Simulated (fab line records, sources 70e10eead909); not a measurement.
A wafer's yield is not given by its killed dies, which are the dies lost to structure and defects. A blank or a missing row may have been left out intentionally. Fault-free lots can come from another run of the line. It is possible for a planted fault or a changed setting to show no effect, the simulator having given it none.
Which of the tools did it?    flow nand_harc    Sampling: 20 lots, 60 wafers, 6 of 1159 route steps

WHAT EACH GAUGE READ, for each wafer
Not one reading of a measure or inspect step in the record can be checked against a usual standard deviation.

WHAT TOOL EACH LOT RAN ON (gives the tool, then ch and the chambers of the sampled wafers, and finally the start)
lot   NHARC_A_CHANNEL_FILL_D1_ALD_14    NHARC_A_STAIRCASE_TRIM_20           NHARC_A_STAIRCASE_ETCH_27                      NHARC_A_STAIRCASE_TRIM_191                     NHARC_A_STAIRCASE_TRIM_196          NHARC_A_STAIRCASE_TRIM_200
L074  ald_hk-02 ch 2,3, day 8 22:29     rie_diel-11 ch 0,1,3, day 10 22:14  rie_diel-11 ch 0,1, day 11 02:44 or earlier    rie_diel-02 ch 0,3, day 11 02:44 or earlier    rie_diel-02 ch 1,2, day 11 02:44    rie_diel-02 ch 0,1,3, no start
L076  ald_hk-03 ch 0,1,3, day 9 10:56   rie_diel-02 ch 1,2,3, day 11 08:34  rie_diel-02 ch 0,1,2, day 11 12:20 or earlier  rie_diel-12 ch 1,2,3, day 11 12:20 or earlier  rie_diel-12 ch 0,1,3, day 11 12:20  rie_diel-12 ch 0,1,3, no start
L077  ald_hk-04 ch 0,2,3, day 9 15:55   rie_diel-12 ch 0,1, day 11 13:23    rie_diel-12 ch 0,1,2, day 11 17:28 or earlier  rie_diel-12 ch 0,1,3, day 11 17:28 or earlier  rie_diel-11 ch 0,1,3, day 11 17:28  rie_diel-11 ch 1,3, no start
L078  ald_hk-04 ch 0,1,3, day 9 16:10   rie_diel-02 ch 0,1,2, day 11 13:01  rie_diel-02 ch 0,1,3, day 11 17:44 or earlier  rie_diel-02 ch 1,2,3, day 11 17:44 or earlier  rie_diel-02 ch 0,1,2, day 11 17:44  rie_diel-02 ch 0,2,3, no start
L080  ald_hk-03 ch 0,3, day 10 08:28    rie_diel-12 ch 1,2, day 12 05:49    rie_diel-12 ch 0,1,2, day 12 09:47 or earlier  rie_diel-12 ch 0,2, day 12 09:47 or earlier    rie_diel-11 ch 0,1,2, day 12 09:47  rie_diel-11 ch 1,2, no start
L079  ald_hk-04 ch 0,1,2, day 10 08:28  rie_diel-02 ch 0,1,2, day 12 05:34  rie_diel-02 ch 0,1, day 12 09:53 or earlier    rie_diel-11 ch 0,1, day 12 09:53 or earlier    rie_diel-02 ch 0,3, day 12 09:53    rie_diel-02 ch 0,1, no start
L082  ald_hk-02 ch 2,3, day 10 18:35    rie_diel-02 ch 2,3, day 12 15:16    rie_diel-02 ch 0,1,3, day 13 02:06 or earlier  rie_diel-11 ch 0,1, day 13 02:06 or earlier    rie_diel-11 ch 0,1,2, day 13 02:06  rie_diel-11 ch 0,2,3, no start
L083  ald_hk-02 ch 0,2,3, day 11 01:51  rie_diel-12 ch 1,2,3, day 13 03:45  rie_diel-12 ch 1,2,3, day 13 07:47 or earlier  rie_diel-11 ch 0,2,3, day 13 07:47 or earlier  rie_diel-02 ch 1,2,3, day 13 07:47  rie_diel-02 ch 0,1,2, no start
L084  ald_hk-04 ch 0,1,3, day 11 02:05  rie_diel-11 ch 1,2, day 13 03:26    rie_diel-11 ch 0,1,2, day 13 07:11 or earlier  rie_diel-12 ch 1,3, day 13 07:11 or earlier    rie_diel-11 ch 1,2, day 13 07:11    rie_diel-11 ch 0,1,2, no start
L085  ald_hk-03 ch 0,3, day 12 01:32    rie_diel-12 ch 0,1, day 14 00:13    rie_diel-12 ch 0,1, day 14 04:02 or earlier    rie_diel-11 ch 0,2, day 14 04:02 or earlier    rie_diel-11 ch 1,2,3, day 14 04:02  rie_diel-11 ch 1,3, no start
L087  ald_hk-03 ch 1,2,3, day 12 01:50  rie_diel-11 ch 2,3, day 14 00:49    rie_diel-11 ch 0,1,3, day 14 04:59 or earlier  rie_diel-11 ch 0,2,3, day 14 04:59 or earlier  rie_diel-11 ch 1,2,3, day 14 04:59  rie_diel-11 ch 0,1,2, no start
L086  ald_hk-04 ch 0,2, day 12 05:38    rie_diel-12 ch 1,2,3, day 14 03:31  rie_diel-12 ch 0,2, day 14 11:29 or earlier    rie_diel-02 ch 0,2, day 14 11:29 or earlier    rie_diel-11 ch 1,2, day 14 11:29    rie_diel-11 ch 0,1, no start
L089  ald_hk-04 ch 0,1, day 12 11:12    rie_diel-12 ch 0,3, day 14 09:59    rie_diel-12 ch 2,3, day 14 13:41 or earlier    rie_diel-11 ch 1,2,3, day 14 13:41 or earlier  rie_diel-12 ch 0,2,3, day 14 13:41  rie_diel-12 ch 1,2, no start
L088  ald_hk-03 ch 0,1,3, day 12 17:57  rie_diel-11 ch 1,2, day 14 15:19    rie_diel-11 ch 1,2,3, day 14 18:55 or earlier  rie_diel-12 ch 2,3, day 14 18:55 or earlier    rie_diel-12 ch 0,1,3, day 14 18:55  rie_diel-12 ch 2,3, no start
L090  ald_hk-04 ch 0,1,2, day 13 01:19  rie_diel-02 ch 0,3, day 15 01:42    rie_diel-02 ch 0,1,3, day 15 05:17 or earlier  rie_diel-12 ch 0,1,2, day 15 05:17 or earlier  rie_diel-12 ch 2,3, day 15 05:17    rie_diel-12 ch 0,1,3, no start
L091  ald_hk-02 ch 0,2,3, day 13 10:17  rie_diel-12 ch 0,1, day 15 09:44    rie_diel-12 ch 0,3, day 15 13:40 or earlier    rie_diel-11 ch 0,3, day 15 13:40 or earlier    rie_diel-11 ch 0,1, day 15 13:40    rie_diel-11 ch 0,1, no start
L094  ald_hk-04 ch 0,2,3, day 13 20:31  rie_diel-11 ch 0,1,3, day 15 19:49  rie_diel-11 ch 0,1,3, day 15 23:47 or earlier  rie_diel-11 ch 1,2,3, day 15 23:47 or earlier  rie_diel-11 ch 1,2,3, day 15 23:47  rie_diel-11 ch 0,1,3, no start
L095  ald_hk-04 ch 0,1,3, day 14 00:35  rie_diel-02 ch 0,1,2, day 15 19:32  rie_diel-02 ch 1,2,3, day 16 00:23 or earlier  rie_diel-12 ch 1,3, day 16 00:23 or earlier    rie_diel-11 ch 0,1, day 16 00:23    rie_diel-11 ch 0,1,3, no start
L096  ald_hk-02 ch 1,2, day 14 20:38    rie_diel-11 ch 1,3, day 16 18:37    rie_diel-11 ch 0,2,3, day 17 01:19 or earlier  rie_diel-02 ch 1,2,3, day 17 01:19 or earlier  rie_diel-02 ch 2,3, day 17 01:19    rie_diel-02 ch 1,3, no start
L097  ald_hk-02 ch 0,1,2, day 14 20:51  rie_diel-02 ch 0,2, day 16 19:19    rie_diel-02 ch 0,1,3, day 17 02:16 or earlier  rie_diel-11 ch 1,3, day 17 02:16 or earlier    rie_diel-11 ch 1,3, day 17 02:16    rie_diel-11 ch 0,1, no start
- NHARC_A_CHANNEL_FILL_D1_ALD_14: deposits SiO2, target thk 2.5 nm, pulse time 10 s, ald cycles 25.
- NHARC_A_STAIRCASE_TRIM_20: chemistry O2, time 211.2 s.
- NHARC_A_STAIRCASE_ETCH_27: etches the open film in C4F8/O2, target depth 100 nm, time 40.5 s.
- NHARC_A_STAIRCASE_TRIM_191: chemistry O2, time 211.2 s.
- NHARC_A_STAIRCASE_TRIM_196: chemistry O2, time 211.2 s.
- NHARC_A_STAIRCASE_TRIM_200: chemistry O2, time 211.2 s.

WHAT THE TOOLS THEMSELVES READ (means of the sampled wafers that have a number; where no wafer has one, the mark that the record gives instead)
NHARC_A_CHANNEL_FILL_D1_ALD_14. Usual: heater_power_w 474 W, standard deviation 55; precursor_pulse_height_rel 0.998, standard deviation 0.019.
lot   tool       heater_power_w (W)  precursor_pulse_height_rel  flag
L074  ald_hk-02  434                 0.990                       
L076  ald_hk-03  513                 0.992                       
L077  ald_hk-04  505                 0.987                       
L078  ald_hk-04  470                 0.993                       
L080  ald_hk-03  517                 0.993                       
L079  ald_hk-04  463                 1.009                       
L082  ald_hk-02  434                 1.012                       
L083  ald_hk-02  456                 0.983                       
L084  ald_hk-04  471                 1.001                       
L085  ald_hk-03  480                 0.990                       
L087  ald_hk-03  483                 1.014                       
L086  ald_hk-04  503                 0.994                       
L089  ald_hk-04  422                 0.992                       
L088  ald_hk-03  505                 0.993                       
L090  ald_hk-04  465                 1.021                       
L091  ald_hk-02  446                 1.007                       
L094  ald_hk-04  512                 1.007                       
L095  ald_hk-04  477                 0.991                       
L096  ald_hk-02  499                 0.996                       
L097  ald_hk-02  477                 1.007                       

NHARC_A_STAIRCASE_TRIM_20. Usual: drypump_motor_current_A 6.0 A, standard deviation 0.52; o2_flow_sccm 500.2 sccm, standard deviation 1.5; oes_product_au 1.001 a.u., standard deviation 0.0097; rf_vpp_V 57.7 V, standard deviation 0.91; showerhead_plenum_p_Torr 3.48 Torr, standard deviation 0.14; throttle_valve_pct 17.037 %, standard deviation 0.0084.
lot   tool         drypump_motor_current_A (A)  o2_flow_sccm (sccm)  oes_product_au (a.u.)  rf_vpp_V (V)  showerhead_plenum_p_Torr (Torr)  throttle_valve_pct (%)  flag
L074  rie_diel-11  6.0                          500.6                1.013                  57.6          3.46                             17.033                  
L076  rie_diel-02  6.1                          500.7                0.992                  57.5          3.47                             17.042                  
L077  rie_diel-12  6.2                          499.7                1.011                  57.6          3.53                             17.034                  
L078  rie_diel-02  6.2                          500.2                1.004                  57.7          3.40                             17.037                  
L080  rie_diel-12  5.5                          502.4                1.005                  57.9          3.53                             17.033                  
L079  rie_diel-02  6.2                          500.7                1.007                  57.5          3.40                             17.036                  
L082  rie_diel-02  5.6                          501.2                1.002                  57.4          3.40                             17.031                  
L083  rie_diel-12  5.6                          501.5                1.000                  58.0          3.47                             17.035                  
L084  rie_diel-11  5.4                          501.0                0.999                  57.5          3.57                             17.032                  
L085  rie_diel-12  6.3                          500.4                1.003                  58.5          3.52                             17.035                  
L087  rie_diel-11  5.8                          501.1                1.009                  57.3          3.41                             17.039                  
L086  rie_diel-12  5.7                          500.7                0.999                  56.9          3.46                             17.045                  
L089  rie_diel-12  6.2                          500.0                0.987                  57.4          3.44                             17.047                  
L088  rie_diel-11  5.4                          499.1                0.995                  58.0          3.56                             17.033                  
L090  rie_diel-02  6.2                          499.5                0.983                  57.8          3.59                             17.030                  
L091  rie_diel-12  5.8                          499.0                1.006                  57.0          3.55                             17.031                  
L094  rie_diel-11  6.0                          500.6                1.001                  57.7          3.44                             17.038                  
L095  rie_diel-02  6.2                          500.2                0.998                  58.1          3.57                             17.033                  
L096  rie_diel-11  5.7                          498.1                1.003                  57.3          3.56                             17.033                  
L097  rie_diel-02  6.2                          500.2                0.991                  57.4          3.55                             17.037                  

NHARC_A_STAIRCASE_ETCH_27. Usual: oes_product_au 0.942 a.u., standard deviation 0.011; rf_fwd_power_W 591.0 W, standard deviation 2.7; rf_vpp_V 894 V, standard deviation 4.9.
lot   tool         oes_product_au (a.u.)  rf_fwd_power_W (W)  rf_vpp_V (V)  flag
L074  rie_diel-11  0.944                  589.5               896           
L076  rie_diel-02  0.946                  591.0               892           
L077  rie_diel-12  0.950                  590.5               894           
L078  rie_diel-02  0.924                  590.1               896           
L080  rie_diel-12  0.941                  591.2               895           
L079  rie_diel-02  0.943                  590.6               893           
L082  rie_diel-02  0.938                  589.0               895           
L083  rie_diel-12  0.927                  592.8               895           
L084  rie_diel-11  0.945                  589.2               892           
L085  rie_diel-12  0.953                  590.7               897           
L087  rie_diel-11  0.943                  589.5               892           
L086  rie_diel-12  0.928                  594.6               893           
L089  rie_diel-12  0.939                  595.2               890           
L088  rie_diel-11  0.938                  591.0               895           
L090  rie_diel-02  0.933                  590.6               895           
L091  rie_diel-12  0.956                  592.5               892           
L094  rie_diel-11  0.939                  590.5               893           
L095  rie_diel-02  0.946                  590.1               900           
L096  rie_diel-11  0.958                  590.7               896           
L097  rie_diel-02  0.940                  590.3               895           

NHARC_A_STAIRCASE_TRIM_191. Usual: drypump_motor_current_A 6.0 A, standard deviation 0.52; o2_flow_sccm 499.8 sccm, standard deviation 1.5; oes_product_au 1.001 a.u., standard deviation 0.0095; rf_vpp_V 57.6 V, standard deviation 0.86; showerhead_plenum_p_Torr 3.47 Torr, standard deviation 0.13; throttle_valve_pct 17.037 %, standard deviation 0.0093.
lot   tool         drypump_motor_current_A (A)  o2_flow_sccm (sccm)  oes_product_au (a.u.)  rf_vpp_V (V)  showerhead_plenum_p_Torr (Torr)  throttle_valve_pct (%)  flag
L074  rie_diel-02  6.3                          500.8                0.999                  57.8          3.60                             17.039                  
L076  rie_diel-12  5.6                          499.4                0.990                  58.1          3.47                             17.018                  
L077  rie_diel-12  6.0                          499.6                0.998                  57.4          3.51                             17.041                  
L078  rie_diel-02  6.1                          500.1                0.998                  57.6          3.47                             17.032                  
L080  rie_diel-12  6.3                          498.3                1.013                  58.2          3.45                             17.042                  
L079  rie_diel-11  5.9                          498.2                1.007                  57.3          3.40                             17.029                  
L082  rie_diel-11  5.6                          499.5                0.995                  58.5          3.53                             17.032                  
L083  rie_diel-11  6.0                          501.3                1.006                  57.3          3.37                             17.037                  
L084  rie_diel-12  5.6                          499.4                0.991                  57.3          3.54                             17.036                  
L085  rie_diel-11  6.0                          498.4                1.000                  56.8          3.31                             17.035                  
L087  rie_diel-11  6.1                          499.6                1.012                  58.3          3.36                             17.035                  
L086  rie_diel-02  5.8                          501.3                1.001                  56.8          3.32                             17.043                  
L089  rie_diel-11  5.7                          500.8                1.003                  57.1          3.49                             17.037                  
L088  rie_diel-12  5.8                          498.1                0.994                  57.4          3.40                             17.033                  
L090  rie_diel-12  5.9                          498.5                0.999                  57.8          3.48                             17.043                  
L091  rie_diel-11  6.3                          500.2                1.011                  57.1          3.32                             17.042                  
L094  rie_diel-11  5.7                          500.1                0.999                  57.7          3.48                             17.035                  
L095  rie_diel-12  5.6                          498.9                1.001                  57.2          3.52                             17.033                  
L096  rie_diel-02  6.1                          498.8                1.010                  58.6          3.63                             17.040                  
L097  rie_diel-11  6.0                          501.9                0.998                  58.0          3.48                             17.035                  

NHARC_A_STAIRCASE_TRIM_196. Usual: drypump_motor_current_A 6.0 A, standard deviation 0.51; o2_flow_sccm 499.8 sccm, standard deviation 1.3; oes_product_au 1.002 a.u., standard deviation 0.01; rf_vpp_V 57.6 V, standard deviation 0.89; showerhead_plenum_p_Torr 3.46 Torr, standard deviation 0.14; throttle_valve_pct 17.035 %, standard deviation 0.009.
lot   tool         drypump_motor_current_A (A)  o2_flow_sccm (sccm)  oes_product_au (a.u.)  rf_vpp_V (V)  showerhead_plenum_p_Torr (Torr)  throttle_valve_pct (%)  flag
L074  rie_diel-02  5.8                          500.4                1.001                  57.3          3.34                             17.038                  
L076  rie_diel-12  6.0                          500.1                1.006                  57.5          3.51                             17.035                  
L077  rie_diel-11  6.0                          500.5                1.008                  57.3          3.46                             17.039                  
L078  rie_diel-02  6.2                          499.6                1.000                  57.1          3.40                             17.036                  
L080  rie_diel-11  5.7                          498.6                0.998                  58.2          3.45                             17.037                  
L079  rie_diel-02  6.2                          500.5                0.995                  58.4          3.60                             17.034                  
L082  rie_diel-11  5.7                          499.5                1.002                  56.8          3.44                             17.029                  
L083  rie_diel-02  6.1                          497.8                0.997                  57.7          3.46                             17.044                  
L084  rie_diel-11  5.4                          500.5                1.003                  58.0          3.57                             17.030                  
L085  rie_diel-11  5.7                          500.6                0.996                  58.1          3.49                             17.039                  
L087  rie_diel-11  5.8                          499.4                1.005                  56.9          3.49                             17.035                  
L086  rie_diel-11  5.4                          500.0                0.998                  58.5          3.56                             17.043                  
L089  rie_diel-12  6.1                          501.0                1.001                  57.1          3.42                             17.036                  
L088  rie_diel-12  6.0                          499.6                0.999                  57.6          3.49                             17.041                  
L090  rie_diel-12  5.8                          500.5                0.985                  57.6          3.40                             17.036                  
L091  rie_diel-11  5.6                          499.7                1.009                  58.2          3.52                             17.040                  
L094  rie_diel-11  5.7                          500.4                1.011                  56.8          3.48                             17.033                  
L095  rie_diel-11  5.9                          498.3                1.003                  58.4          3.39                             17.038                  
L096  rie_diel-02  5.7                          499.4                0.997                  57.7          3.75                             17.038                  
L097  rie_diel-11  5.7                          499.2                0.991                  57.9          3.56                             17.035                  

NHARC_A_STAIRCASE_TRIM_200. Usual: drypump_motor_current_A 6.0 A, standard deviation 0.51; o2_flow_sccm 499.7 sccm, standard deviation 1.5; oes_product_au 1.003 a.u., standard deviation 0.0091; rf_vpp_V 57.5 V, standard deviation 0.86; showerhead_plenum_p_Torr 3.46 Torr, standard deviation 0.14; throttle_valve_pct 17.036 %, standard deviation 0.0096.
lot   tool         drypump_motor_current_A (A)  o2_flow_sccm (sccm)  oes_product_au (a.u.)  rf_vpp_V (V)  showerhead_plenum_p_Torr (Torr)  throttle_valve_pct (%)  flag
L074  rie_diel-02  6.5                          500.9                1.007                  57.9          3.53                             17.043                  
L076  rie_diel-12  6.0                          500.2                1.001                  57.2          3.51                             17.037                  
L077  rie_diel-11  5.7                          499.5                1.002                  57.9          3.58                             17.044                  
L078  rie_diel-02  6.1                          498.9                0.995                  57.8          3.46                             17.041                  
L080  rie_diel-11  5.4                          499.1                1.000                  58.0          3.48                             17.035                  
L079  rie_diel-02  6.6                          498.5                0.992                  57.5          3.46                             17.039                  
L082  rie_diel-11  6.1                          498.6                1.011                  58.0          3.37                             17.041                  
L083  rie_diel-02  6.2                          500.9                1.005                  57.7          3.39                             17.030                  
L084  rie_diel-11  5.7                          500.4                1.009                  58.2          3.44                             17.033                  
L085  rie_diel-11  5.7                          500.5                1.007                  58.0          3.57                             17.044                  
L087  rie_diel-11  5.7                          499.3                1.001                  57.4          3.44                             17.029                  
L086  rie_diel-11  5.9                          498.8                1.005                  57.2          3.39                             17.033                  
L089  rie_diel-12  5.6                          501.4                1.000                  57.9          3.44                             17.028                  
L088  rie_diel-12  5.8                          500.5                0.991                  56.8          3.40                             17.035                  
L090  rie_diel-12  6.0                          500.0                1.000                  57.1          3.49                             17.038                  
L091  rie_diel-11  5.9                          500.8                1.004                  57.5          3.39                             17.032                  
L094  rie_diel-11  6.0                          500.2                1.004                  57.6          3.43                             17.038                  
L095  rie_diel-11  6.0                          498.8                1.001                  57.9          3.43                             17.033                  
L096  rie_diel-02  6.3                          498.9                1.002                  56.4          3.58                             17.038                  
L097  rie_diel-11  5.6                          499.8                1.002                  57.8          3.69                             17.038                  

THE ANSWER, worked out from the rows above alone
Rule: lot off if the mean of its wafers having a number is beyond 3 standard deviations from the usual mean. A lot without any number at a reading at which 4 lots or more have one is off too. The other lots that the step has rows for count as sound. First the gauges in route order, then the tools' own readings, where a lot's mean is used as printed above. At the first step where some lot is off, the reading lying furthest off is the one used; lots without a number count as furthest.
No lot is off on any of the readings shown, so nothing can be concluded from this.

WHAT THE SIMULATOR PUT IN
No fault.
